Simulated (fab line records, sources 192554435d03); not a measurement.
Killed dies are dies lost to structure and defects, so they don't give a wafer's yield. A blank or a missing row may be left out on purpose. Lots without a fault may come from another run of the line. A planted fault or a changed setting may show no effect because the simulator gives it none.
fab line records | flow n5_finfet
record lots=9 wafers=25 last_day=19
route steps=1938 shown BEOL_M8@1350 PASSIVATION@1936
lots that met no fault: from a run of the same line without faults
start_h: hours from the record's first day to the start of the lot's first wafer shown | wait_h: hours since the lot's step before | " the same as in the row above | L1.1+2: a row that stands for several wafers | - no value, or no start given | * or withheld: withheld | < > ~ a bound
route shown NAME@n: a module of which the file shows steps, and the number in the route of the first | usual: mean/standard deviation of fault-free wafers | same: alike in all rows | chamber/n: place in a boat | sites: the reading at each site | _std_site: their standard deviation | _edge_site: outer sites' mean less inner sites' | radius_mm: how far each site lies from the wafer's centre | mask NAME#n: copy n | behind: the tool/chamber that last shaped the wafer | hold: why the lot was held/for how many hours/how that ended | device: the transistor (n, p or np) that didn't switch | end of line: the same wafers' tests at the end of the route | a step without rows: its recipe alone | killed: dies lost to structure and defects at the first sort, not the wafer's yield | map: a wafer's dies, x killed, . not, _ none there
set.NAME: the setting as run; set.NAME@STEP: as run at that earlier step | model.NAME: the simulator's own value behind a step, which no gauge read
steps of the route over a sample of lots; a table a step, a row a wafer
services: from which hour (start_h, from the record's first day; less than 0 if before it) a tool's chamber was out of use, for how many hours, and why
## steps
# step N5_BEOL_M8_ETCH_62
# recipe chemistry=N2/H2 target=SOC target_depth_a=1100 overetch_a=220 mask_material=SiARC temp_c=40 time_s=165 ion_energy_ev=200 pressure_mtorr=30 source_w=840 bias_w=150 n2_flow_sccm=200 h2_flow_sccm=200
# usual drypump_motor_current_A=5.6/0.49 oes_product_au=0.68/0.067 rf_fwd_power_W=837.4/2.7 rf_vpp_V=524.3/3 showerhead_plenum_p_Torr=2.56/0.099 temp_c=40.00/0.098 throttle_valve_pct=17.72/0.28
# columns lot.wafer tool chamber start_h wait_h drypump_motor_current_A oes_product_au rf_fwd_power_W rf_hours_counter_h rf_vpp_V showerhead_plenum_p_Torr temp_c throttle_valve_pct
L464.2 rie_diel-04 2 210.17 0.0 5.8 0.68 831.6 97 525.9 2.58 39.90 18.07
L464.3 " 0 " " 4.8 0.69 839.3 86 524.9 2.56 40.03 17.64
L464.6 " 3 " " 5.8 0.65 838.3 - 521.3 2.42 40.09 17.87
L473.3 rie_diel-04 2 260.61 0.0 5.8 0.65 836.7 112 524.9 2.58 39.89 18.08
L473.5 " 1 " " 5.9 0.60 841.3 - 526.3 2.62 40.03 17.67
L473.6 " 0 " " 4.7 0.67 840.2 - 523.8 2.55 40.00 17.69
L474.2 rie_diel-04 1 265.72 0.0 5.9 0.61 834.8 206 527.1 2.62 40.13 17.69
L474.4 " 2 " " 5.8 0.66 835.7 114 524.3 2.57 40.05 18.10
L474.6 " 3 " " 5.8 0.63 836.6 - 519.7 2.41 39.94 17.92
L477.1 rie_diel-06 3 289.53 0.0 6.0 0.63 836.1 161 526.4 2.65 39.91 17.92
L477.2 " 2 " " 5.0 0.79 837.1 20 522.5 2.49 40.06 17.23
L477.3 " 1 " " 5.9 0.62 836.2 178 520.0 2.43 39.89 17.90
L480.3 rie_diel-05 1 313.13 0.0 5.2 0.75 834.4 43 523.9 2.58 39.79 17.75
L480.4 " 2 " " 5.2 0.73 834.4 56 526.5 2.67 40.01 17.25
L480.6 " 3 " " 5.6 0.76 835.8 - 525.8 2.58 39.95 17.58
L484.2 rie_diel-06 0 345.35 0.0 5.9 0.70 836.3 88 528.9 2.69 40.02 18.00
L484.3 " 1 " " 5.8 0.62 831.9 198 520.6 2.42 40.13 17.97
L484.6 " 1 " " 5.8 0.61 838.3 - 519.1 2.42 39.91 17.96
L485.2 rie_diel-06 3 367.43 0.0 5.9 0.61 835.1 187 527.1 2.64 40.07 18.00
L485.3 " 1 " " 5.8 0.61 838.0 206 519.9 2.42 39.97 17.97
L485.4 " 0 " " 5.8 0.69 834.1 94 527.0 2.68 40.06 18.03
L486.1 rie_diel-05 2 367.45 0.0 5.2 0.71 837.2 69 527.5 2.67 40.10 17.29
L486.3 " 1 " " 5.2 0.71 841.8 64 525.4 2.57 39.97 17.78
L487.2 rie_diel-05 1 368.02 0.0 5.2 0.71 841.4 64 525.8 2.57 39.93 17.77
L487.3 " 2 " " 5.2 0.72 834.1 69 527.6 2.66 39.95 17.30
# step N5_BEOL_M8_VIA_ETCH_34
# recipe chemistry=C4F6/O2 target=SiCOH_lowk target_depth_a=1255 mask_material=SOC taper_deg=4 time_s=50.5 ion_energy_ev=250 pressure_mtorr=30 source_w=345 bias_w=185 Ar_flow_sccm=300 C4F6_flow_sccm=10 O2_flow_sccm=10
# usual drypump_motor_current_A=5.6/0.47 mfc_ar_sccm=300.0/0.96 oes_o_777_au=0.80/0.081 oes_product_au=0.80/0.083 rf_fwd_power_W=341.5/1.6 rf_vpp_V=673/16 showerhead_plenum_p_Torr=2.86/0.099 throttle_valve_pct=20.85/0.28
# columns lot.wafer tool chamber start_h wait_h drypump_motor_current_A mfc_ar_sccm oes_o_777_au oes_product_au rf_fwd_power_W rf_hours_counter_h rf_vpp_V showerhead_plenum_p_Torr throttle_valve_pct
L464.2 rie_diel-04 0 214.11 0.0 4.8 300.9 0.79 0.83 343.1 88 695 2.88 20.72
L464.3 " 2 " " 5.8 300.3 0.83 0.81 341.1 99 680 2.88 21.05
L464.6 " 3 " " 5.8 300.8 0.79 0.77 341.4 - 663 2.73 21.08
L473.3 rie_diel-04 1 261.71 0.0 5.9 300.2 0.71 0.71 341.5 204 689 2.92 20.62
L473.5 " 2 " " 5.8 297.6 0.82 0.78 339.2 - 680 2.87 21.06
L473.6 " 1 " " 5.9 300.5 0.71 0.72 341.5 - 690 2.92 20.63
L474.2 rie_diel-04 2 268.44 0.0 5.8 300.1 0.82 0.79 338.1 115 681 2.87 21.06
L474.4 " 1 " " 5.9 298.8 0.70 0.72 342.0 208 691 2.92 20.63
L474.6 " 0 " " 4.7 301.6 0.76 0.80 343.9 - 696 2.87 20.75
L477.1 rie_diel-04 0 291.47 0.0 4.8 300.8 0.94 0.82 423.6 118 623 2.86 20.78
L477.2 " 1 " " 6.0 300.4 0.87 0.75 424.5 215 621 2.92 20.67
L477.3 " 3 " " 5.8 300.8 0.94 0.78 424.5 195 596 2.72 21.15
L480.3 rie_diel-04 1 315.18 0.0 6.0 298.9 0.87 0.74 424.7 223 620 2.91 20.66
L480.4 " 3 " " 5.8 299.5 0.93 0.77 426.1 205 596 2.71 21.14
L480.6 " 2 " " 5.8 299.9 1.00 0.81 421.2 - 608 2.86 21.12
L484.2 rie_diel-05 1 347.45 0.0 5.2 300.6 0.85 0.86 343.2 56 690 2.91 21.14
L484.3 " 0 " " 6.4 300.3 0.70 0.69 341.2 229 656 2.71 20.97
L484.6 " 1 " " 5.2 300.4 0.85 0.86 345.2 - 689 2.91 21.12
L486.1 rie_diel-06 0 368.84 0.0 5.8 300.9 0.82 0.83 340.0 95 643 3.00 21.04
L486.3 " 2 " " 5.0 299.0 0.91 0.90 341.0 49 677 2.76 20.23
L485.2 rie_diel-05 0 369.03 0.0 6.4 299.8 0.69 0.68 343.0 238 657 2.70 20.99
L485.3 " 3 " " 5.6 300.2 0.87 0.88 341.2 36 668 2.87 20.76
L485.4 " 1 " " 5.2 301.1 0.85 0.86 341.3 65 688 2.91 21.16
L487.2 rie_diel-04 2 373.64 0.0 5.8 300.1 0.78 0.75 340.1 151 678 2.86 21.13
L487.3 " 1 " " 6.0 300.4 0.68 0.69 344.1 239 691 2.90 20.67
# step N5_BEOL_M8_TRENCH_ETCH_37
# recipe chemistry=C4F6/O2 target_depth_a=934.78 target=SiCOH_lowk time_s=31.2 ion_energy_ev=250 pressure_mtorr=30 source_w=345 bias_w=185 Ar_flow_sccm=300 C4F6_flow_sccm=10 O2_flow_sccm=10
# usual drypump_motor_current_A=5.6/0.47 mfc_ar_sccm=300.1/0.96 oes_o_777_au=0.80/0.081 oes_product_au=0.80/0.083 rf_fwd_power_W=340.3/2.1 rf_vpp_V=674/16 showerhead_plenum_p_Torr=2.86/0.099 throttle_valve_pct=20.88/0.28
# columns lot.wafer tool chamber start_h wait_h drypump_motor_current_A mfc_ar_sccm oes_o_777_au oes_product_au rf_fwd_power_W rf_hours_counter_h rf_vpp_V showerhead_plenum_p_Torr throttle_valve_pct
L464.2 rie_diel-04 0 - - 4.7 299.9 0.79 0.81 341.9 88 695 2.88 20.74
L464.3 " 2 " " 5.8 301.6 0.83 0.80 337.5 99 680 2.88 21.08
L464.6 " 3 " " 5.8 301.2 0.79 0.76 339.4 - 663 2.73 21.12
L473.3 rie_diel-04 1 - - 5.9 300.4 0.71 0.71 342.3 204 690 2.92 20.67
L473.5 " 2 " " 5.8 299.3 0.82 0.77 338.8 - 680 2.87 21.09
L473.6 " 1 " " 5.9 299.2 0.71 0.71 341.4 - 692 2.92 20.66
L474.2 rie_diel-04 2 - - 5.8 299.2 0.81 0.79 336.3 115 680 2.87 21.10
L474.4 " 1 " " 5.9 299.4 0.71 0.71 342.3 208 692 2.92 20.66
L474.6 " 0 " " 4.7 301.1 0.76 0.79 342.8 - 695 2.87 20.78
L477.1 rie_diel-04 0 - - 4.8 300.7 0.76 0.78 341.9 118 696 2.86 20.79
L477.2 " 1 " " 5.9 297.3 0.70 0.71 341.5 215 690 2.91 20.68
L477.3 " 3 " " 5.8 300.4 0.76 0.75 341.3 195 662 2.71 21.17
L480.3 rie_diel-04 1 - - 5.9 299.5 0.69 0.71 341.4 224 691 2.91 20.69
L480.4 " 3 " " 5.8 301.0 0.75 0.74 341.7 205 663 2.71 21.18
L480.6 " 2 " " 5.8 299.2 0.80 0.77 340.1 - 680 2.87 21.14
L484.2 rie_diel-05 1 - - 5.1 300.3 0.85 0.86 342.8 56 690 2.91 21.18
L484.3 " 0 " " 6.4 300.0 0.69 0.70 341.2 229 656 2.71 21.01
L484.6 " 1 " " 5.1 299.5 0.85 0.87 343.9 - 690 2.91 21.18
L486.1 rie_diel-06 0 - - 5.8 300.6 0.82 0.82 336.3 95 643 3.00 21.08
L486.3 " 2 " " 4.9 299.5 0.90 0.89 340.4 49 677 2.76 20.25
L485.2 rie_diel-05 0 - - 6.4 298.8 0.68 0.68 341.6 238 656 2.70 21.04
L485.3 " 3 " " 5.5 298.3 0.86 0.87 340.8 36 669 2.87 20.81
L485.4 " 1 " " 5.2 300.3 0.84 0.85 342.8 65 691 2.91 21.17
L487.2 rie_diel-04 2 - - 5.8 300.4 0.78 0.76 337.8 151 679 2.86 21.16
L487.3 " 1 " " 6.0 299.6 0.69 0.69 342.5 239 692 2.90 20.72
# step N5_BEOL_M8_ETCH_41
# recipe chemistry=CH3F/O2 target=SiCN target_depth_a=319 taper_deg=2 time_s=57.8 ion_energy_ev=120 mask_material=TiN pressure_mtorr=30 source_w=395 bias_w=75 Ar_flow_sccm=150 CH3F_flow_sccm=30 O2_flow_sccm=20
# usual drypump_motor_current_A=5.6/0.47 mfc_ar_sccm=150.0/0.44 oes_product_au=0.80/0.084 rf_fwd_power_W=391.5/1.7 rf_vpp_V=297.5/1.8 showerhead_plenum_p_Torr=2.01/0.073 throttle_valve_pct=16.28/0.26
# columns lot.wafer tool chamber start_h wait_h drypump_motor_current_A mfc_ar_sccm oes_product_au rf_fwd_power_W rf_hours_counter_h rf_vpp_V showerhead_plenum_p_Torr throttle_valve_pct
L464.2 rie_diel-04 0 - - 4.7 150.1 0.81 393.3 88 297.6 2.02 16.11
L464.3 " 2 " " 5.8 149.5 0.81 391.6 99 296.8 2.03 16.44
L464.6 " 3 " " 5.8 149.4 0.76 392.2 - 296.0 1.91 16.51
L473.3 rie_diel-04 1 - - 5.9 149.9 0.71 394.4 204 298.3 2.06 16.14
L473.5 " 2 " " 5.8 150.2 0.78 389.8 - 298.2 2.02 16.48
L473.6 " 1 " " 5.9 150.2 0.71 393.9 - 297.9 2.06 16.15
L474.2 rie_diel-04 2 - - 5.8 150.6 0.78 389.8 115 297.6 2.02 16.46
L474.4 " 1 " " 5.9 150.3 0.72 392.8 208 298.6 2.05 16.16
L474.6 " 0 " " 4.8 150.4 0.79 393.2 - 297.1 2.01 16.16
L477.1 rie_diel-04 0 - - 4.8 149.7 0.79 393.1 118 297.7 2.01 16.14
L477.2 " 1 " " 5.9 150.2 0.71 390.3 215 297.4 2.05 16.17
L477.3 " 3 " " 5.8 149.9 0.75 391.5 195 295.1 1.90 16.58
L480.3 rie_diel-04 1 - - 5.9 150.3 0.70 391.8 224 298.3 2.05 16.18
L480.4 " 3 " " 5.8 149.8 0.73 393.4 205 294.8 1.90 16.59
L480.6 " 2 " " 5.8 150.0 0.76 391.4 - 298.1 2.02 16.50
L484.2 rie_diel-05 1 - - 5.1 149.9 0.87 393.8 56 298.6 2.05 16.45
L484.3 " 0 " " 6.4 150.9 0.69 392.3 229 294.0 1.90 16.45
L484.6 " 1 " " 5.2 150.1 0.87 394.3 - 298.8 2.05 16.45
L486.1 rie_diel-06 0 - - 5.8 149.7 0.82 391.0 95 298.5 2.11 16.42
L486.3 " 2 " " 4.9 150.1 0.89 391.0 49 296.6 1.94 15.71
L485.2 rie_diel-05 0 - - 6.5 149.7 0.69 391.5 238 295.1 1.89 16.47
L485.3 " 3 " " 5.5 150.1 0.87 391.3 36 298.3 2.02 16.23
L485.4 " 1 " " 5.2 150.7 0.85 390.5 65 298.8 2.04 16.47
L487.2 rie_diel-04 2 - - 5.8 149.3 0.75 390.3 151 297.4 2.01 16.55
L487.3 " 1 " " 5.9 149.8 0.68 392.8 239 299.6 2.04 16.21
# step N5_PASSIVATION_PROBE_49
# usual defect_limited_yield=91.0/1.6 killed_at_M0_to_M3=35/11 killed_at_M4_up=14/5.3 killed_at_contacts=13/6.7 killed_at_front_end=41/12 killed_at_other=3.9/2.7 killed_dies=106/19 killed_on_rim=14/4 killed_open=70/14 killed_short=35/8.8 sort_bin_5_function=5.3/1 sort_bin_6_memory=3.3/0.81 sort_n_pass=1073/19 sort_yield_pct=91.0/1.6
# same gross_dies=1180 killed_at_back_side=0 sort_bin_4_leakage[%]=0 sort_bin_8_speed[%]=0
# columns lot.wafer tool chamber start_h wait_h defect_limited_yield[%] killed_at_M0_to_M3 killed_at_M4_up killed_at_contacts killed_at_front_end killed_at_other killed_dies killed_on_rim killed_open killed_short sort_bin_5_function[%] sort_bin_6_memory[%] sort_n_pass sort_yield_pct[%]
L464.2 prober-02 - 294.85 0.1 91.1 32 24 14 30 5 105 12 78 21 5.3 3.1 1075 91.1
L464.3 prober-02 - 294.90 0.1 90.6 29 22 12 45 3 111 15 78 28 4.8 4.2 1069 90.6
L464.6 prober-02 - 295.05 0.3 92.8 28 13 16 26 2 85 11 59 21 4.2 2.7 1095 92.8
L473.3 prober-01 - 335.41 0.1 91.9 15 20 11 40 9 95 8 63 31 5.0 2.9 1085 91.9
L473.5 prober-01 - 335.51 0.2 91.6 11 27 7 48 6 99 14 63 34 5.6 2.4 1081 91.6
L473.6 prober-01 - 335.56 0.3 92.9 21 20 6 33 4 84 6 46 37 5.2 1.9 1096 92.9
L474.2 prober-01 - 340.01 0.1 92.5 26 12 8 38 4 88 12 56 30 5.0 2.4 1092 92.5
L474.4 prober-01 - 340.11 0.2 93.8 23 7 6 33 4 73 12 50 23 4.3 1.9 1107 93.8
L474.6 prober-01 - 340.21 0.3 92.1 42 6 13 29 3 93 12 60 33 4.0 3.4 1087 92.1
L477.1 prober-02 - 358.37 0.0 88.4 35 24 16 53 9 137 14 82 55 7.6 3.6 1043 88.4
L477.2 prober-02 - 358.42 0.1 88.6 54 20 18 38 5 135 15 82 52 7.4 3.5 1045 88.6
L477.3 prober-02 - 358.47 0.1 90.2 38 10 15 48 5 116 14 77 39 6.1 3.4 1064 90.2
L480.3 prober-01 - 387.78 0.1 92.6 23 21 11 27 5 87 10 64 23 4.2 3.0 1093 92.6
L480.4 prober-01 - 387.83 0.2 90.4 41 16 15 29 12 113 10 83 29 5.3 4.1 1067 90.4
L480.6 prober-01 - 387.93 0.3 93.1 19 5 15 39 4 82 10 61 21 3.7 2.9 1098 93.1
L484.2 prober-01 - 413.35 0.1 89.3 27 15 32 44 8 126 17 91 33 6.6 3.6 1054 89.3
L484.3 prober-01 - 413.40 0.1 93.1 18 13 12 36 3 82 12 53 29 3.9 2.9 1098 93.1
L484.6 prober-01 - 413.55 0.3 91.5 42 19 5 33 1 100 13 75 23 5.6 2.5 1080 91.5
L485.2 prober-01 - 442.37 0.1 91.8 33 18 8 34 4 97 7 63 33 4.8 3.3 1083 91.8
L485.3 prober-01 - 442.42 0.1 91.8 37 23 8 23 6 97 13 71 25 5.0 3.1 1083 91.8
L485.4 prober-01 - 442.47 0.2 88.8 42 18 19 48 5 132 21 89 40 6.5 4.1 1048 88.8
L486.1 prober-01 - 450.01 0.0 89.0 30 14 28 51 7 130 24 88 42 7.3 3.3 1050 89.0
L486.3 prober-01 - 450.11 0.1 90.6 40 6 15 46 4 111 16 67 36 5.2 3.4 1069 90.6
L487.2 prober-01 - 450.36 0.4 90.5 36 13 13 44 6 112 16 72 39 5.4 3.9 1068 90.5
L487.3 prober-01 - 450.41 0.4 91.9 25 7 18 43 2 95 7 68 27 4.5 3.3 1085 91.9
# killed by level:class
L464.2 BEOL_M2:geometric_particle:open=15 MOL_CONTACT_COAG:geometric_particle:open=12 BEOL_M4:geometric_particle:open=9 FIN_SAQP:geometric_particle:open=7 BEOL_M0_SAQP:geometric_particle:open=7 STARTING-WAFER:geometric_particle:open=7 BEOL_M0_SAQP:geometric_particle:short=4 BEOL_M5:geometric_particle:open=4
L464.3 MOL_CONTACT_COAG:geometric_particle:open=12 FIN_SAQP:geometric_particle:open=11 STI_FIN_REVEAL:geometric_particle:open=10 BEOL_M4:geometric_particle:open=10 BEOL_M2:geometric_particle:open=9 BEOL_M0_SAQP:geometric_particle:short=7 BEOL_M0_SAQP:geometric_particle:open=6 FIN_SAQP:geometric_particle:short=5
L464.6 MOL_CONTACT_COAG:geometric_particle:open=11 BEOL_M0_SAQP:geometric_particle:open=10 FIN_SAQP:geometric_particle:open=6 BEOL_M1:geometric_particle:open=6 FIN_SAQP:geometric_particle:short=5 STI_FIN_REVEAL:geometric_particle:open=5 MOL_CONTACT_COAG:geometric_particle:short=5 BEOL_M5:geometric_particle:open=3
L473.3 STI_FIN_REVEAL:geometric_particle:open=16 MOL_CONTACT_COAG:geometric_particle:open=9 FIN_SAQP:geometric_particle:open=7 BEOL_M0_SAQP:geometric_particle:short=7 BEOL_M4:geometric_particle:open=5 BEOL_M4:geometric_particle:short=5 FIN_SAQP:geometric_particle:short=4 GATE_CUT:geometric_particle:short=4
L473.5 BEOL_M4:geometric_particle:open=17 STI_FIN_REVEAL:geometric_particle:open=13 FIN_SAQP:geometric_particle:open=8 BEOL_M4:geometric_particle:short=7 MOL_CONTACT_COAG:geometric_particle:open=6 FIN_SAQP:geometric_particle:short=5 BEOL_M0_SAQP:geometric_particle:short=5 GATE_CUT:geometric_particle:open=4
L473.6 BEOL_M0_SAQP:geometric_particle:short=11 BEOL_M4:geometric_particle:open=8 FIN_SAQP:geometric_particle:short=6 STI_FIN_REVEAL:geometric_particle:open=6 FIN_SAQP:geometric_particle:open=5 BEOL_M0_SAQP:geometric_particle:open=5 GATE_CUT:geometric_particle:short=4 MOL_CONTACT_COAG:geometric_particle:open=4
L474.2 BEOL_M0_SAQP:geometric_particle:open=14 FIN_SAQP:geometric_particle:open=10 BEOL_M0_SAQP:geometric_particle:short=9 FIN_SAQP:geometric_particle:short=7 STI_FIN_REVEAL:geometric_particle:open=5 MOL_CONTACT_COAG:geometric_particle:open=4 BEOL_M6:geometric_particle:open=4 STARTING-WAFER:geometric_particle:open=4
L474.4 FIN_SAQP:geometric_particle:open=11 BEOL_M2:geometric_particle:open=7 GATE_CUT:geometric_particle:short=6 MOL_CONTACT_COAG:geometric_particle:open=5 BEOL_M0_SAQP:geometric_particle:short=5 BEOL_M0_SAQP:geometric_particle:open=5 BEOL_M1:geometric_particle:open=5 FIN_SAQP:geometric_particle:short=4
L474.6 BEOL_M3:geometric_particle:open=10 MOL_CONTACT_COAG:geometric_particle:open=10 BEOL_M0_SAQP:geometric_particle:open=8 BEOL_M0_SAQP:geometric_particle:short=8 FIN_SAQP:geometric_particle:short=6 BEOL_M1:geometric_particle:open=6 DUMMY_GATE:geometric_particle:open=4 BEOL_M2:geometric_particle:open=4
L477.1 STI_FIN_REVEAL:geometric_particle:open=17 BEOL_M4:geometric_particle:open=14 BEOL_M0_SAQP:geometric_particle:short=12 MOL_CONTACT_COAG:geometric_particle:open=11 FIN_SAQP:geometric_particle:open=10 BEOL_M0_SAQP:geometric_particle:open=9 FIN_SAQP:geometric_particle:short=6 GATE_CUT:geometric_particle:short=6
L477.2 MOL_CONTACT_COAG:geometric_particle:open=16 BEOL_M0_SAQP:geometric_particle:short=13 BEOL_M0_SAQP:geometric_particle:open=11 BEOL_M0:geometric_particle:open=11 BEOL_M4:geometric_particle:open=11 FIN_SAQP:geometric_particle:open=10 FIN_SAQP:geometric_particle:short=9 BEOL_M4:geometric_particle:short=6
L477.3 FIN_SAQP:geometric_particle:open=17 BEOL_M0_SAQP:geometric_particle:short=12 MOL_CONTACT_COAG:geometric_particle:open=11 FIN_SAQP:geometric_particle:short=9 BEOL_M3:geometric_particle:open=9 BEOL_M4:geometric_particle:open=8 STI_FIN_REVEAL:geometric_particle:open=8 BEOL_M0_SAQP:geometric_particle:open=5
L480.3 BEOL_M0_SAQP:geometric_particle:open=11 BEOL_M4:geometric_particle:open=10 MOL_CONTACT_COAG:geometric_particle:open=9 STI_FIN_REVEAL:geometric_particle:open=7 FIN_SAQP:geometric_particle:short=4 ILD0:geometric_particle:short=4 BEOL_M0_SAQP:geometric_particle:short=4 BEOL_M0:geometric_particle:open=3
L480.4 MOL_CONTACT_COAG:geometric_particle:open=14 BEOL_M0_SAQP:geometric_particle:open=10 BEOL_M1:geometric_particle:open=9 BEOL_M0_SAQP:geometric_particle:short=8 BEOL_M4:geometric_particle:open=6 FIN_SAQP:geometric_particle:open=5 STI_FIN_REVEAL:geometric_particle:open=5 FIN_SAQP:geometric_particle:short=4
L480.6 MOL_CONTACT_COAG:geometric_particle:open=13 STI_FIN_REVEAL:geometric_particle:open=11 FIN_SAQP:geometric_particle:open=6 DUMMY_GATE:geometric_particle:open=5 GATE_CUT:geometric_particle:short=5 BEOL_M0_SAQP:geometric_particle:short=5 BEOL_M1:geometric_particle:open=5 ILD0:geometric_particle:open=3
L484.2 MOL_CONTACT_COAG:geometric_particle:open=25 BEOL_M1:geometric_particle:open=13 STI_FIN_REVEAL:geometric_particle:open=8 DUMMY_GATE:geometric_particle:open=7 MOL_CONTACT_COAG:geometric_particle:short=7 FIN_SAQP:geometric_particle:open=6 BEOL_M2:geometric_particle:open=5 BEOL_M4:geometric_particle:open=5
L484.3 FIN_SAQP:geometric_particle:open=10 MOL_CONTACT_COAG:geometric_particle:open=9 BEOL_M1:geometric_particle:open=8 FIN_SAQP:geometric_particle:short=6 BEOL_M4:geometric_particle:open=5 BEOL_M3:geometric_particle:open=5 GATE_CUT:geometric_particle:short=4 MOL_CONTACT_COAG:geometric_particle:short=3
L484.6 BEOL_M1:geometric_particle:open=25 FIN_SAQP:geometric_particle:open=7 BEOL_M4:geometric_particle:open=6 DUMMY_GATE:geometric_particle:open=5 MOL_CONTACT_COAG:geometric_particle:open=4 BEOL_M5:geometric_particle:open=4 BEOL_M7:geometric_particle:open=4 STI_FIN_REVEAL:geometric_particle:open=3
L485.2 BEOL_M1:geometric_particle:open=11 BEOL_M4:geometric_particle:open=11 FIN_SAQP:geometric_particle:short=7 BEOL_M3:geometric_particle:open=7 BEOL_M2:geometric_particle:open=6 DUMMY_GATE:geometric_particle:open=5 MOL_CONTACT_COAG:geometric_particle:short=5 FIN_SAQP:geometric_particle:open=4
L485.3 BEOL_M4:geometric_particle:open=18 BEOL_M3:geometric_particle:open=12 MOL_CONTACT_COAG:geometric_particle:open=8 BEOL_M0_SAQP:geometric_particle:short=7 BEOL_M1:geometric_particle:open=6 FIN_SAQP:geometric_particle:short=5 BEOL_M0_SAQP:geometric_particle:open=5 STI_FIN_REVEAL:geometric_particle:open=4
L485.4 STI_FIN_REVEAL:geometric_particle:open=13 MOL_CONTACT_COAG:geometric_particle:open=11 BEOL_M1:geometric_particle:open=10 BEOL_M3:geometric_particle:open=10 BEOL_M4:geometric_particle:open=10 FIN_SAQP:geometric_particle:open=9 MOL_CONTACT_COAG:geometric_particle:short=8 FIN_SAQP:geometric_particle:short=6
L486.1 MOL_CONTACT_COAG:geometric_particle:open=24 STI_FIN_REVEAL:geometric_particle:open=15 GATE_CUT:geometric_particle:short=8 BEOL_M3:geometric_particle:open=6 FIN_SAQP:geometric_particle:short=5 BEOL_M2:geometric_particle:open=5 BEOL_M0_SAQP:geometric_particle:open=5 BEOL_M1:geometric_particle:open=5
L486.3 BEOL_M0_SAQP:geometric_particle:short=13 STI_FIN_REVEAL:geometric_particle:open=12 MOL_CONTACT_COAG:geometric_particle:open=12 BEOL_M0_SAQP:geometric_particle:open=11 BEOL_M2:geometric_particle:open=7 HKMG_FIN:area_etch=6 STI_FIN_REVEAL:geometric_particle:short=5 DUMMY_GATE:geometric_particle:open=5
L487.2 FIN_SAQP:geometric_particle:short=13 FIN_SAQP:geometric_particle:open=12 MOL_CONTACT_COAG:geometric_particle:open=10 BEOL_M1:geometric_particle:short=6 BEOL_M1:geometric_particle:open=6 STI_FIN_REVEAL:geometric_particle:open=5 BEOL_M3:geometric_particle:open=5 BEOL_M0_SAQP:geometric_particle:open=5
L487.3 MOL_CONTACT_COAG:geometric_particle:open=15 FIN_SAQP:geometric_particle:open=14 STI_FIN_REVEAL:geometric_particle:open=8 BEOL_M1:geometric_particle:open=7 BEOL_M1:geometric_particle:short=4 GATE_CUT:geometric_particle:short=4 BEOL_M3:geometric_particle:open=4 STI_FIN_REVEAL:geometric_particle:short=3
## services
# columns tool chamber start_h hours kind
rie_diel-05 2 186.93 18.4 repair
rie_diel-06 1 194.90 14.0 repair
rie_diel-06 2 211.29 - clean
rie_diel-06 2 211.29 - consumable_replace:focus_ring
rie_diel-06 2 211.29 18.5 scheduled_down
rie_diel-06 2 211.29 18.5 vent_cycle
rie_diel-04 2 221.50 5.6 repair
rie_diel-04 2 227.60 7.5 repair
rie_diel-05 3 240.19 - clean
rie_diel-05 3 240.19 - consumable_replace:focus_ring
rie_diel-05 3 240.19 20.8 scheduled_down
rie_diel-05 3 240.19 20.8 vent_cycle
rie_diel-04 - 246.59 4.3 pm
rie_diel-04 3 270.27 1.4 repair
rie_diel-05 1 276.52 6.8 repair
rie_diel-05 2 314.84 9.9 repair
rie_diel-04 - 349.59 0.2 repair
rie_diel-04 1 363.68 6.5 repair
## key
first_sign step=N5_BEOL_M8_VIA_ETCH_34 reading=rf_fwd_power_W direction=up sigmas=52 usual=* struck=*
effect step=N5_BEOL_M8_VIA_ETCH_34 reading=rf_vpp_V direction=down sigmas=4 usual=673 struck=611
met_at N5_BEOL_M8_VIA_ETCH_34
struck_lots L477,L480
not_acting_at N5_BEOL_M8_ETCH_62,N5_BEOL_M8_TRENCH_ETCH_37,N5_BEOL_M8_ETCH_41
onset_between 268.44 291.47
fault kind=process_parameter_drift tool=rie_diel-04 chamber=- onset_h=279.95 steps=N5_BEOL_M8_VIA_ETCH_34 channel=source_w offset=82.8 shape=step end_h=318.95 acts_in=these_recipes_only stated=345
